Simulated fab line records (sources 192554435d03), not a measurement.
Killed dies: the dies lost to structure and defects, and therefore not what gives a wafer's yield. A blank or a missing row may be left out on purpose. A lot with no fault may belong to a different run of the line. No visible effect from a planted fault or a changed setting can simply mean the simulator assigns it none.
Chamber matching | flow n5-finfet | 4 sister chambers for N5_BEOL_M5_STRIP_19 on rie-diel-01
The step strips in O2. 4 wafers are shown with their chamber, then 8 later ones without.

EACH WAFER AND ITS CHAMBER
wafer  | chamber | throttle-valve-pct (%)
L083.4 | 3       | 16.34
L086.4 | 2       | 16.24
L086.5 | 1       | 17.11
L089.1 | 0       | 16.35

WAFERS WHOSE CHAMBER IS MISSING
wafer  | throttle-valve-pct (%)
L089.5 | 16.36
L089.6 | 16.23
L090.1 | 16.36
L090.2 | 16.39
L090.5 | 16.24
L097.1 | 16.27
L097.4 | 16.27
L097.6 | 16.39

CHAMBER TAKEN BY EACH
wafer  | from the rows above          | in truth
L089.5 | can't be placed: 0 or 3      | 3
L089.6 | 2                            | 2
L090.1 | can't be placed: 0 or 3      | 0
L090.2 | can't be placed: 0 or 3      | 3
L090.5 | 2                            | 2
L097.1 | can't be placed: 2 or 3 or 0 | 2
L097.4 | can't be placed: 2 or 3 or 0 | 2
L097.6 | can't be placed: 0 or 3      | 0
Correct placement for 2 of the 8. From these rows, 6 cannot be placed; in 6 the true chamber is one of the candidates. Placed wrongly: 0.
How it was worked out, from the rows above alone: a wafer's distance from a chamber is the root of the sum, over the readings, of the square of ((its reading less the chamber's mean) divided by the reading's scatter). If the next closest chamber is less than 2 further off than the closest, the wafer can't be placed; otherwise it belongs to the closest. The mean given for a chamber averages the wafers shown for that chamber. The scatter: root of mean squared gap, hidden wafer to nearest shown wafer, with one shown wafer a chamber.
